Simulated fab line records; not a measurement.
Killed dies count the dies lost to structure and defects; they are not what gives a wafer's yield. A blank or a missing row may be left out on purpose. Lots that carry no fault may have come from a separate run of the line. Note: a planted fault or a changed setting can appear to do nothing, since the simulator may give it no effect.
Chamber matching -- flow n5-finfet -- 4 sister chambers for N5_BEOL_M7_DESCUM_16 on rie-diel-02
The step chemistry O2, time 7.9 s. 16 wafers are shown with their chamber, then 8 later ones without.

## WAFERS, EACH WITH ITS CHAMBER
wafer,chamber,oes-product-au (a.u.),drypump-motor-current-A (A),showerhead-plenum-p-Torr (Torr)
L076.1,0,0.77,5.4,2.02
L076.4,3,0.70,5.2,2.06
L076.5,2,0.73,6.1,2.08
L081.4,0,0.77,5.4,2.02
L081.5,2,0.72,6.0,2.08
L081.6,3,0.69,5.2,2.06
L086.2,1,0.93,5.9,2.13
L086.4,3,0.67,5.2,2.05
L086.5,1,0.93,5.8,2.13
L087.1,2,0.72,6.1,2.07
L087.3,0,0.76,5.4,2.01
L087.4,3,0.69,5.2,2.05
L085.1,3,0.68,5.2,2.05
L085.5,3,0.68,5.2,2.05
L085.6,2,0.71,6.0,2.07
L088.3,3,0.68,5.2,2.05

SIGNATURES (means of the wafers above)
reading,chamber 0,chamber 1,chamber 2,chamber 3,scatter within a chamber
oes-product-au,0.7667,0.9300,0.7200,0.6843,0.00836
drypump-motor-current-A,5.400,5.850,6.050,5.200,0.0354
showerhead-plenum-p-Torr,2.0167,2.1300,2.0750,2.0529,0.00508
Rule: for a wafer and a chamber, the distance is found by dividing, reading by reading, the gap between the wafer's reading and the chamber's mean by the reading's scatter, squaring, summing and taking the root. If the next closest chamber is less than 2 further off than the closest, the wafer can't be placed; otherwise it belongs to the closest. The scatter is the square root of a quotient: the sum, over the shown wafers, of each reading's squared deviation from its chamber's mean, divided by wafers minus chambers.

## WAFERS WITH NO CHAMBER GIVEN
wafer,oes-product-au (a.u.),drypump-motor-current-A (A),showerhead-plenum-p-Torr (Torr)
L088.5,0.70,6.0,2.07
L088.6,0.68,5.2,2.05
L090.1,0.74,5.4,2.01
L090.4,0.68,5.2,2.05
L090.6,0.75,5.4,2.01
L095.2,0.70,6.0,2.07
L095.3,0.75,5.4,2.01
L095.6,0.91,5.8,2.13

## EACH ONE'S CHAMBER
wafer,from the rows above,in truth
L088.5,2,2
L088.6,3,3
L090.1,0,0
L090.4,3,3
L090.6,0,0
L095.2,2,2
L095.3,0,0
L095.6,1,1
8 of 8 placed correctly. From these rows, 0 cannot be placed. Number placed wrongly: 0.
